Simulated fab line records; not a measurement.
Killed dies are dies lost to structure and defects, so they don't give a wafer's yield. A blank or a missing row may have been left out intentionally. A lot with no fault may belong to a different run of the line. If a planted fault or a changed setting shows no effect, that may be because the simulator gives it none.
fab line records	flow n5Finfet	part 1 of 2: steps 1 to 4 of 6
record lots=22	wafers=66	lastDay=20
route steps=1938 shown HKMG_FIN@421 GATE_CUT@466
lots that met no fault: taken from a fault-free run of the same line
startH: the number of hours between the record's first day and the start of the first shown wafer of the lot	waitH: how many hours have passed since the lot's step before this one	" as in the row above	L1.1+2: a single row standing in for several wafers	- no value, or no start was given	* or withheld: withheld	< > ~ a bound
route shown NAME@n: names a module that has steps shown in the file, with the first one's number in the route	usual: mean/standard deviation of fault-free wafers	same: alike in all rows	chamber/n: place in a boat	sites: the reading at each site	_std_site: how widely they spread, as a standard deviation	_edge_site: mean of outer sites minus mean of inner sites	radiusMm: how far each site lies from the wafer's centre	mask NAME#n: copy n	behind: the tool/chamber that last shaped the wafer	hold: reason for holding the lot/hours on hold/outcome of the hold	device: whichever transistor did not switch (one of n, p or np)	end of line: tests of these same wafers at the route's end	step lacking rows: just its recipe	killed: dies lost to structure and defects at the first sort, not the wafer's yield	map: a wafer's dies, marking killed ones x, the rest . and places with no die _
set.NAME: the setting that was run; set.NAME@STEP: the one run at that earlier step	model.NAME: the simulator's own value behind a step, which no gauge read
route steps across a sampled set of lots; one table per step, one row per wafer
services: from which hour (startH, from the record's first day; less than 0 if before it) a tool's chamber was out of use, for how many hours, and why
## steps
# step N5_HKMG_FIN_PWFM_ALD_03
# recipe material=TiN	targetThkA=20	tempC=400	aldPrecursorFamily=TiCl4	aldCoReactant=NH3	pulseTimeS=1	purgeTimeS=3	coReactantPurgeTimeS=2	coReactantPulseTimeS=2	aldCycles=91	pressureTorr=3
# usual chamberPressureTorr=2.999/0.0063	heaterPowerW=854/120	precursorPulseHeightRel=0.998/0.02	susceptorTempC=400.00/0.21
# same coReactantPurgeTimeS=2
lot.wafer	tool	chamber	startH	waitH	chamberPressureTorr	heaterPowerW	precursorPulseHeightRel	sinceWetCleanH	susceptorTempC
L074.2	aldMetal-02	1	73.64	0.0	3.004	833	1.024	5890	399.97
L074.4	"	0	"	"	3.013	919	0.969	5890	400.31
L074.6	"	1	"	"	2.987	791	0.980	-	400.19
L075.2	aldMetal-01	1	80.28	0.0	2.992	771	1.017	2820	400.01
L075.4	"	0	"	"	2.988	730	1.006	2820	399.95
L075.5	"	1	"	"	2.998	753	0.983	-	400.14
L076.3	aldMetal-01	3	89.85	0.0	2.997	909	1.007	2830	400.33
L076.4	"	0	"	"	3.003	730	1.016	2830	400.30
L076.5	"	2	"	"	2.992	932	1.012	-	399.93
L077.1	aldMetal-01	0	91.75	0.0	2.999	751	1.023	2832	399.95
L077.5	"	0	"	"	2.984	725	1.001	-	399.88
L077.6	"	1	"	"	3.002	733	1.019	-	400.06
L078.1	aldMetal-01	0	98.94	0.0	3.001	765	0.980	2839	399.96
L078.4	"	1	"	"	3.000	758	0.963	2839	399.93
L078.5	"	2	"	"	2.993	907	0.944	-	399.97
L079.1	aldMetal-03	0	104.29	0.0	3.007	742	0.986	4383	399.86
L079.2	"	1	"	"	3.009	857	0.959	4383	399.98
L079.3	"	3	"	"	3.005	655	0.975	4383	399.89
L080.1	aldMetal-03	0	109.85	0.0	3.007	755	0.997	4388	400.25
L080.2	"	2	"	"	2.997	1064	0.991	4388	400.44
L080.4	"	3	"	"	2.997	651	1.009	4388	399.64
L081.2	aldMetal-03	1	118.33	0.0	3.000	874	1.003	4397	399.87
L081.3	"	3	"	"	3.000	660	0.997	4397	399.85
L081.4	"	0	"	"	2.997	767	0.971	4397	399.92
L082.3	aldMetal-02	0	125.79	0.0	3.000	927	0.979	5943	399.87
L082.5	"	2	"	"	2.996	797	0.974	-	399.82
L082.6	"	3	"	"	2.999	988	0.978	-	400.03
L083.1	aldMetal-02	1	131.85	0.0	2.999	812	1.016	5949	399.80
L083.3	"	0	"	"	2.992	907	0.966	5949	399.77
L083.5	"	1	"	"	2.999	803	1.013	-	400.37
L084.3	aldMetal-03	3	138.94	0.0	3.004	645	1.015	4417	399.98
L084.5	"	2	"	"	2.995	1075	0.951	-	399.83
L084.6	"	1	"	"	3.000	858	0.974	-	400.21
L085.3	aldMetal-03	0	145.36	0.0	2.990	731	0.993	4424	399.65
L085.4	"	1	"	"	2.995	844	0.999	4424	399.97
L085.6	"	3	"	"	3.010	668	1.008	-	399.71
L086.2	aldMetal-03	2	151.53	0.0	2.996	1050	1.012	4430	399.98
L086.3	"	0	"	"	3.007	773	0.969	4430	399.73
L086.5	"	1	"	"	2.999	848	1.009	-	399.73
L087.1	aldMetal-02	2	158.73	0.0	2.997	781	0.990	5976	399.89
L087.2	"	3	"	"	2.999	1020	0.955	5976	399.60
L087.5	"	2	"	"	2.993	814	1.005	-	399.98
L088.1	aldMetal-02	1	161.30	0.1	3.001	812	1.003	5978	400.14
L088.3	"	0	"	"	3.015	921	1.018	5978	400.08
L088.6	"	2	"	"	2.998	798	1.048	-	400.04
L089.2	aldMetal-02	2	169.19	0.0	3.010	788	0.984	5986	399.66
L089.3	"	1	"	"	2.999	806	1.015	5986	399.83
L089.5	"	0	"	"	3.000	897	1.017	-	400.16
L091.2	aldMetal-03	1	181.20	0.0	3.003	855	0.977	4460	400.28
L091.4	"	2	"	"	3.003	1064	1.004	4460	400.12
L091.6	"	3	"	"	2.996	653	1.011	-	400.20
L092.3	aldMetal-03	3	185.13	0.0	2.994	670	0.981	4463	400.08
L092.4	"	2	"	"	3.008	1073	1.012	4463	400.08
L092.5	"	0	"	"	2.992	757	0.989	-	399.69
L093.1	aldMetal-03	1	193.01	0.0	2.993	853	1.005	4471	399.74
L093.2	"	3	"	"	3.015	649	0.986	4471	399.91
L093.6	"	2	"	"	3.008	1076	1.017	-	400.11
L094.1	aldMetal-02	3	195.13	0.0	2.992	1007	1.002	6012	399.77
L094.2	"	1	"	"	3.003	838	0.987	6012	400.30
L094.6	"	3	"	"	3.007	1035	1.019	-	400.01
L096.1	aldMetal-02	1	206.88	0.0	2.988	793	0.994	6024	400.25
L096.2	"	0	"	"	2.998	904	1.040	6024	399.69
L096.4	"	2	"	"	2.999	806	1.042	6024	399.87
L097.1	aldMetal-02	0	218.60	0.0	2.993	925	0.958	6035	400.22
L097.2	"	1	"	"	3.003	821	0.979	6035	400.06
L097.4	"	3	"	"	3.002	1020	1.018	-	400.30
# step N5_HKMG_FIN_ETCH_86
# recipe chemistry=N2/H2	target=SOC	targetDepthA=3932	stopOn=TiN	ionEnergyEv=100	biasW=61	pressureMtorr=30	sourceW=850	n2FlowSccm=200	h2FlowSccm=200
# usual drypumpMotorCurrentA=5.7/0.36	oesProductAu=0.77/0.093	rfVppV=241.5/1.2	showerheadPlenumPTorr=2.59/0.065	throttleValvePct=17.68/0.27
lot.wafer	tool	chamber	startH	waitH	drypumpMotorCurrentA	oesProductAu	rfHoursCounterH	rfVppV	showerheadPlenumPTorr	throttleValvePct
L074.2	rieDiel-04	0	75.95	-	6.1	0.68	243	241.4	2.61	17.74
L074.4	"	3	"	"	5.5	0.69	229	240.9	2.60	17.66
L074.6	"	1	"	"	6.2	0.76	-	243.2	2.65	18.03
L075.2	rieDiel-04	2	82.53	-	6.0	0.74	165	241.1	2.52	17.82
L075.4	"	0	"	"	6.1	0.67	244	241.7	2.61	17.75
L075.5	"	2	"	"	5.9	0.74	-	240.5	2.52	17.83
L076.3	rieDiel-04	3	92.12	-	5.5	0.68	234	242.4	2.59	17.67
L076.4	"	2	"	"	6.0	0.75	168	241.4	2.52	17.85
L076.5	"	0	"	"	6.1	0.66	-	241.6	2.61	17.75
L077.1	rieDiel-04	0	93.99	-	6.1	0.67	249	240.6	2.61	17.76
L077.5	"	2	"	"	5.9	0.74	-	242.0	2.52	17.84
L077.6	"	1	"	"	6.2	0.75	-	242.1	2.64	18.06
L078.1	rieDiel-04	3	101.31	-	5.5	0.69	238	240.2	2.59	17.67
L078.4	"	2	"	"	5.9	0.74	-	238.8	2.52	17.85
L078.5	"	1	"	"	6.2	0.74	-	241.8	2.64	18.07
L079.1	rieDiel-06	3	106.48	-	4.9	0.71	180	238.7	2.42	17.64
L079.2	"	2	"	"	5.6	0.69	222	243.0	2.63	17.78
L079.3	"	0	"	"	5.2	0.70	240	241.9	2.59	17.39
L080.1	rieDiel-06	1	111.97	-	5.6	0.85	52	242.8	2.57	17.74
L080.2	"	3	"	"	4.9	0.71	182	239.3	2.42	17.64
L080.4	"	0	"	"	5.2	0.70	242	242.3	2.59	17.38
L081.2	rieDiel-04	0	120.68	-	6.1	0.99	3	243.4	2.60	17.29
L081.3	"	2	"	"	5.9	0.73	180	241.5	2.52	17.86
L081.4	"	1	"	"	6.2	0.74	175	241.2	2.64	18.07
L082.3	rieDiel-04	2	128.04	-	5.9	0.73	182	241.9	2.51	17.87
L082.5	"	1	"	"	6.2	0.74	-	241.9	2.64	18.09
L082.6	"	0	"	"	6.1	0.99	-	242.7	2.60	17.32
L083.1	rieDiel-06	0	134.41	-	5.2	0.70	248	241.6	2.58	17.41
L083.3	"	2	"	"	5.7	0.68	232	242.6	2.63	17.80
L083.5	"	0	"	"	5.2	0.69	-	242.3	2.58	17.40
L084.3	rieDiel-04	2	141.06	-	6.0	0.73	188	240.1	2.51	17.88
L084.5	"	2	"	"	5.9	0.73	-	240.0	2.51	17.88
L084.6	"	1	"	"	6.2	0.73	-	241.5	2.63	18.09
L085.3	rieDiel-04	0	147.61	-	6.1	0.95	14	242.3	2.60	17.34
L085.4	"	1	"	"	6.3	0.73	-	241.9	2.63	18.08
L085.6	"	2	"	"	6.0	0.72	-	240.8	2.51	17.87
L086.2	rieDiel-01	3	153.84	-	5.2	0.87	36	242.1	2.58	17.46
L086.3	"	0	"	"	5.9	0.92	9	243.2	2.71	17.23
L086.5	"	2	"	"	5.9	0.83	-	242.9	2.70	17.51
L087.1	rieDiel-06	2	160.97	-	5.6	0.67	240	242.9	2.62	17.82
L087.2	"	1	"	"	5.5	0.82	71	242.4	2.57	17.78
L087.5	"	1	"	"	5.6	0.83	-	241.2	2.57	17.78
L088.1	rieDiel-06	3	163.77	-	5.0	0.70	201	239.1	2.41	17.67
L088.3	"	1	"	"	5.6	0.83	72	240.4	2.56	17.78
L088.6	"	2	"	"	5.6	0.68	-	240.8	2.62	17.80
L089.2	rieDiel-06	1	171.43	-	5.6	0.82	77	242.3	2.56	17.79
L089.3	"	3	"	"	4.9	0.70	206	240.3	2.41	17.67
L089.5	"	3	"	"	4.9	0.70	-	237.6	2.41	17.68
L091.2	rieDiel-06	0	183.61	-	5.2	0.96	3	243.1	2.58	16.96
L091.4	"	1	"	"	5.5	0.82	-	241.5	2.56	17.79
L091.6	"	0	"	"	5.2	0.97	-	241.9	2.58	16.95
L092.3	rieDiel-06	0	187.40	-	5.2	0.96	4	243.3	2.58	16.96
L092.4	"	2	"	"	5.6	0.67	-	240.9	2.62	17.83
L092.5	"	0	"	"	5.2	0.96	-	242.5	2.58	16.97
L093.1	rieDiel-01	2	195.29	-	5.9	0.81	70	241.9	2.69	17.57
L093.2	"	1	"	"	5.3	0.71	213	241.8	2.61	17.92
L093.6	"	2	"	"	5.9	0.81	-	241.7	2.69	17.54
L094.1	rieDiel-06	1	197.40	-	5.6	0.81	89	241.7	2.56	17.81
L094.2	"	2	"	"	5.6	0.66	258	242.7	2.61	17.83
L094.6	"	2	"	"	5.6	0.66	-	241.7	2.61	17.83
L096.1	rieDiel-04	2	209.12	-	6.0	0.71	210	241.7	2.50	17.92
L096.2	"	1	"	"	6.2	0.71	208	242.5	2.62	18.13
L096.4	"	0	"	"	6.1	0.90	36	241.5	2.59	17.35
L097.1	rieDiel-01	3	221.39	-	5.3	0.85	44	241.0	2.58	17.49
L097.2	"	2	"	"	5.9	0.79	80	242.5	2.69	17.54
L097.4	"	0	"	"	5.9	0.86	38	242.0	2.69	17.27
# step N5_HKMG_FIN_ETCHBACK_68
# recipe chemistry=Cl2/Ar	stopOn=HfO2	targetDepthA=5	pressureMtorr=10	icpW=600	biasW=60	Cl2_flow_sccm=40	Ar_flow_sccm=60
# usual drypumpMotorCurrentA=5.7/0.6	oes_ar_750_au=0.79/0.076	oesProductAu=0.79/0.082	throttleValvePct=20.74/0.2
lot.wafer	tool	chamber	startH	waitH	drypumpMotorCurrentA	oes_ar_750_au	oesProductAu	rfHoursCounterH	throttleValvePct
L074.2	rieMetal-02	0	77.24	0.0	6.5	0.63	0.59	142	21.05
L074.4	"	1	"	"	5.6	0.71	0.70	-	21.19
L074.6	"	0	"	"	6.5	0.62	0.60	-	21.07
L075.2	rieMetal-02	0	83.82	0.0	6.5	0.63	0.59	142	21.05
L075.4	"	0	"	"	6.6	0.63	0.60	-	21.04
L075.5	"	0	"	"	6.5	0.63	0.60	-	21.05
L076.3	rieMetal-01	0	93.45	0.1	5.6	0.79	0.78	-	20.81
L076.4	"	1	"	"	5.0	0.79	0.79	-	20.62
L076.5	"	1	"	"	5.0	0.79	0.79	-	20.63
L077.1	rieMetal-02	0	95.28	0.0	6.5	0.63	0.59	143	21.06
L077.5	"	0	"	"	6.5	0.63	0.59	-	21.06
L077.6	"	1	"	"	5.5	0.71	0.70	-	21.18
L078.1	rieMetal-03	1	102.63	0.0	6.7	0.82	0.83	26	20.62
L078.4	"	0	"	"	5.7	0.90	0.93	-	20.54
L078.5	"	1	"	"	6.7	0.82	0.83	-	20.63
L079.1	rieMetal-01	0	107.77	0.0	5.5	0.78	0.79	31	20.79
L079.2	"	1	"	"	5.0	0.79	0.80	35	20.60
L079.3	"	1	"	"	5.0	0.78	0.80	-	20.59
L080.1	rieMetal-01	1	113.26	0.0	5.0	0.79	0.79	36	20.61
L080.2	"	0	"	"	5.5	0.78	0.79	31	20.80
L080.4	"	0	"	"	5.5	0.78	0.79	-	20.78
L081.2	rieMetal-01	1	121.99	0.0	5.0	0.78	0.79	36	20.62
L081.3	"	0	"	"	5.6	0.78	0.79	-	20.81
L081.4	"	1	"	"	5.0	0.78	0.79	-	20.64
L082.3	rieMetal-03	1	129.37	0.1	6.7	0.82	0.82	-	20.63
L082.5	"	0	"	"	5.7	0.90	0.93	-	20.57
L082.6	"	1	"	"	6.7	0.81	0.72	-	20.75
L083.1	rieMetal-01	0	135.71	0.0	5.5	0.78	0.78	32	20.78
L083.3	"	1	"	"	5.0	0.78	0.79	-	20.62
L083.5	"	1	"	"	5.0	0.78	0.78	-	20.62
L084.3	rieMetal-01	0	142.38	0.1	5.6	0.77	0.78	-	20.78
L084.5	"	1	"	"	5.0	0.78	0.79	-	20.61
L084.6	"	0	"	"	5.6	0.77	0.78	-	20.79
L085.3	rieMetal-02	1	149.08	0.1	5.5	0.70	0.70	-	21.18
L085.4	"	0	"	"	6.5	1.02	0.97	-	20.64
L085.6	"	0	"	"	6.6	1.02	0.97	-	20.65
L086.2	rieMetal-03	1	155.14	0.0	6.7	0.80	0.81	30	20.66
L086.3	"	1	"	"	6.7	0.81	0.81	-	20.63
L086.5	"	1	"	"	6.7	0.80	0.82	-	20.64
L087.1	rieMetal-03	1	162.33	0.0	6.7	0.81	0.81	31	20.63
L087.2	"	0	"	"	5.8	0.88	0.89	9	20.58
L087.5	"	0	"	"	5.7	0.87	0.90	-	20.56
L088.1	rieMetal-01	1	165.09	0.0	5.0	0.77	0.78	38	20.62
L088.3	"	1	"	"	5.0	0.78	0.78	-	20.62
L088.6	"	1	"	"	5.0	0.78	0.77	-	20.61
L089.2	rieMetal-03	1	172.89	0.0	6.7	0.80	0.81	31	20.65
L089.3	"	1	"	"	6.7	0.80	0.81	-	20.66
L089.5	"	0	"	"	5.8	0.88	0.90	-	20.59
L091.2	rieMetal-03	0	184.91	0.0	5.7	0.87	0.89	11	20.56
L091.4	"	0	"	"	5.7	0.87	0.89	-	20.59
L091.6	"	1	"	"	6.7	0.80	0.81	-	20.64
L092.3	rieMetal-03	0	188.82	0.1	5.7	0.87	0.89	-	20.58
L092.4	"	1	"	"	6.7	0.79	0.81	-	20.64
L092.5	"	0	"	"	5.7	0.86	0.88	-	20.57
L093.1	rieMetal-01	1	196.58	0.0	5.0	0.76	0.78	42	20.63
L093.2	"	0	"	"	5.5	0.76	0.77	37	20.80
L093.6	"	0	"	"	5.5	0.77	0.76	-	20.81
L094.1	rieMetal-01	0	198.72	0.0	5.5	0.77	0.77	37	20.82
L094.2	"	1	"	"	5.0	0.77	0.77	42	20.62
L094.6	"	0	"	"	5.5	0.76	0.77	-	20.80
L096.1	rieMetal-02	0	210.42	0.0	6.6	0.97	0.93	7	20.66
L096.2	"	1	"	"	5.6	0.69	0.69	70	21.21
L096.4	"	1	"	"	5.6	0.69	0.68	-	21.21
L097.1	rieMetal-01	0	222.68	0.0	5.5	0.75	0.76	41	20.82
L097.2	"	1	"	"	5.0	0.76	0.76	45	20.64
L097.4	"	0	"	"	5.5	0.76	0.76	-	20.81
# step N5_GATE_CUT_ETCH_56
# recipe chemistry=Cl2/Ar	target=TiN	targetDepthA=216	pressureMtorr=10	icpW=600	biasW=60	Cl2_flow_sccm=40	Ar_flow_sccm=60
# usual drypumpMotorCurrentA=5.9/0.59	oes_ar_750_au=0.80/0.098	oesProductAu=0.81/0.1	throttleValvePct=20.76/0.23
lot.wafer	tool	chamber	startH	waitH	drypumpMotorCurrentA	oes_ar_750_au	oesProductAu	rfHoursCounterH	throttleValvePct
L074.2	rieMetal-01	0	79.17	0.1	5.6	0.79	0.79	28	20.78
L074.4	"	0	"	"	5.6	0.78	0.79	-	20.77
L074.6	"	1	"	"	5.0	0.79	0.80	-	20.61
L075.2	rieMetal-02	0	85.74	0.1	6.5	0.63	0.60	143	21.04
L075.4	"	1	"	"	5.6	0.72	0.70	-	21.18
L075.5	"	1	"	"	5.5	0.71	0.70	-	21.19
L076.3	rieMetal-03	1	95.44	0.1	6.7	0.82	0.83	-	20.62
L076.4	"	0	"	"	5.7	0.91	0.94	-	20.55
L076.5	"	0	"	"	5.7	0.92	0.93	-	20.56
L077.1	rieMetal-02	1	97.20	0.1	5.6	0.72	0.71	59	21.19
L077.5	"	0	"	"	6.5	0.63	0.60	-	21.06
L077.6	"	1	"	"	5.5	0.72	0.70	-	21.18
L078.1	rieMetal-03	0	105.02	0.1	5.7	0.92	0.94	4	20.55
L078.4	"	0	"	"	5.7	0.90	0.93	-	20.56
L078.5	"	0	"	"	5.8	0.91	0.93	-	20.55
L079.1	rieMetal-01	1	109.69	0.1	5.0	0.79	0.80	35	20.61
L079.2	"	0	"	"	5.5	0.78	0.79	31	20.79
L079.3	"	0	"	"	5.5	0.78	0.79	-	20.79
L080.1	rieMetal-02	1	115.18	0.1	5.6	0.71	0.70	61	21.18
L080.2	"	0	"	"	6.6	0.62	0.60	145	21.05
L080.4	"	1	"	"	5.6	0.71	0.70	-	21.18
L081.2	rieMetal-03	0	123.97	0.1	5.7	0.90	0.92	5	20.56
L081.3	"	0	"	"	5.7	0.91	0.93	-	20.55
L081.4	"	1	"	"	6.7	0.81	0.82	-	20.64
L082.3	rieMetal-03	1	131.28	0.1	6.7	0.81	0.83	-	20.61
L082.5	"	1	"	"	6.7	0.82	0.83	-	20.62
L082.6	"	0	"	"	5.7	0.89	0.93	-	20.55
L083.1	rieMetal-03	0	137.76	0.1	5.7	0.89	0.92	6	20.56
L083.3	"	0	"	"	5.7	0.90	0.92	-	20.58
L083.5	"	1	"	"	6.7	0.81	0.83	-	20.64
L084.3	rieMetal-02	1	144.76	0.1	5.5	0.71	0.70	-	21.19
L084.5	"	0	"	"	6.5	1.03	1.01	-	20.62
L084.6	"	1	"	"	5.6	0.70	0.70	-	21.19
L085.3	rieMetal-03	1	151.00	0.1	6.7	0.81	0.82	-	20.63
L085.4	"	0	"	"	5.8	0.89	0.90	-	20.57
L085.6	"	1	"	"	6.7	0.80	0.83	-	20.62
L086.2	rieMetal-02	0	157.08	0.1	6.5	1.01	0.98	2	20.62
L086.3	"	1	"	"	5.5	0.70	0.70	-	21.18
L086.5	"	0	"	"	6.5	1.01	0.99	-	20.62
L087.1	rieMetal-03	1	164.26	0.1	6.7	0.80	0.81	31	20.62
L087.2	"	0	"	"	5.8	0.87	0.90	9	20.57
L087.5	"	1	"	"	6.7	0.81	0.81	-	20.64
L088.1	rieMetal-02	0	167.02	0.1	6.6	1.00	0.98	3	20.63
L088.3	"	1	"	"	5.6	0.70	0.69	-	21.21
L088.6	"	0	"	"	6.6	1.00	0.97	-	20.62
L089.2	rieMetal-01	0	174.81	0.1	5.5	0.77	0.78	35	20.78
L089.3	"	1	"	"	5.0	0.77	0.79	-	20.61
L089.5	"	1	"	"	5.0	0.77	0.78	-	20.62
L091.2	rieMetal-02	1	186.85	0.1	5.6	0.69	0.69	68	21.21
L091.4	"	1	"	"	5.5	0.70	0.68	-	21.21
L091.6	"	0	"	"	6.5	0.98	0.95	-	20.61
L092.3	rieMetal-01	1	190.74	0.1	5.0	0.77	0.79	-	20.61
L092.4	"	0	"	"	5.6	0.76	0.78	-	20.78
L092.5	"	1	"	"	5.0	0.77	0.79	-	20.63
L093.1	rieMetal-02	1	198.55	0.1	5.5	0.69	0.69	69	21.21
L093.2	"	0	"	"	6.5	0.97	0.95	6	20.63
L093.6	"	0	"	"	6.5	0.97	0.95	-	20.63
L094.1	rieMetal-01	1	200.65	0.1	5.0	0.76	0.79	42	20.62
L094.2	"	0	"	"	5.6	0.76	0.77	37	20.79
L094.6	"	0	"	"	5.5	0.76	0.77	-	20.82
L096.1	rieMetal-01	0	212.34	0.1	5.5	0.75	0.77	39	20.81
L096.2	"	1	"	"	5.0	0.76	0.77	44	20.63
L096.4	"	0	"	"	5.5	0.75	0.77	-	20.82
L097.1	rieMetal-01	0	224.60	0.1	5.5	0.75	0.76	41	20.81
L097.2	"	1	"	"	5.0	0.76	0.77	45	20.63
L097.4	"	1	"	"	5.0	0.76	0.77	-	20.63
